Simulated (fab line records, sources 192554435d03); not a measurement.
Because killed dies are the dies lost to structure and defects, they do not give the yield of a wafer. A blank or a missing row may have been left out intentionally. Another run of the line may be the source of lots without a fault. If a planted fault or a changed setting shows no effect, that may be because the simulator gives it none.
Chamber matching / flow n5-finfet / 4 sister chambers for N5_BEOL_M3_ALD_98 on ald-sin-03
The step deposits SiO2, target thk 2.5 nm, pulse time 1 s, co reactant pulse time 1 s. 4 wafers are shown with their chamber, then 8 later ones without.

## WAFERS, EACH WITH ITS CHAMBER
wafer=L079.6; chamber=0; heater-power-w (W)=74
wafer=L078.1; chamber=1; heater-power-w (W)=81
wafer=L078.4; chamber=3; heater-power-w (W)=92
wafer=L081.1; chamber=2; heater-power-w (W)=78

## WAFERS MISSING THEIR CHAMBER
wafer=L081.2; heater-power-w (W)=81
wafer=L081.5; heater-power-w (W)=91
wafer=L083.4; heater-power-w (W)=92
wafer=L083.5; heater-power-w (W)=92
wafer=L083.6; heater-power-w (W)=75
wafer=L086.1; heater-power-w (W)=93
wafer=L086.2; heater-power-w (W)=78
wafer=L086.3; heater-power-w (W)=75

## WHICH CHAMBER EACH ONE RAN IN
wafer=L081.2; from the rows above=1; in truth=1
wafer=L081.5; from the rows above=3; in truth=3
wafer=L083.4; from the rows above=3; in truth=3
wafer=L083.5; from the rows above=3; in truth=3
wafer=L083.6; from the rows above=0; in truth=0
wafer=L086.1; from the rows above=3; in truth=3
wafer=L086.2; from the rows above=2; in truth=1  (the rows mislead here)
wafer=L086.3; from the rows above=0; in truth=0
Correctly placed: 7 of 8. From these rows, 0 cannot be placed. Wrongly placed: 1.
How it was worked out, from the rows above alone: a wafer's distance from a chamber is the root of the sum, over the readings, of the square of ((its reading less the chamber's mean) divided by the reading's scatter). The wafer belongs to the nearest chamber; if the next one is less than 2 further off, it can't be placed. The mean given for a chamber averages the wafers shown for that chamber. The scatter (one wafer shown for each chamber): square how far every hidden wafer sits from the nearest shown wafer, average those squares and take the square root.
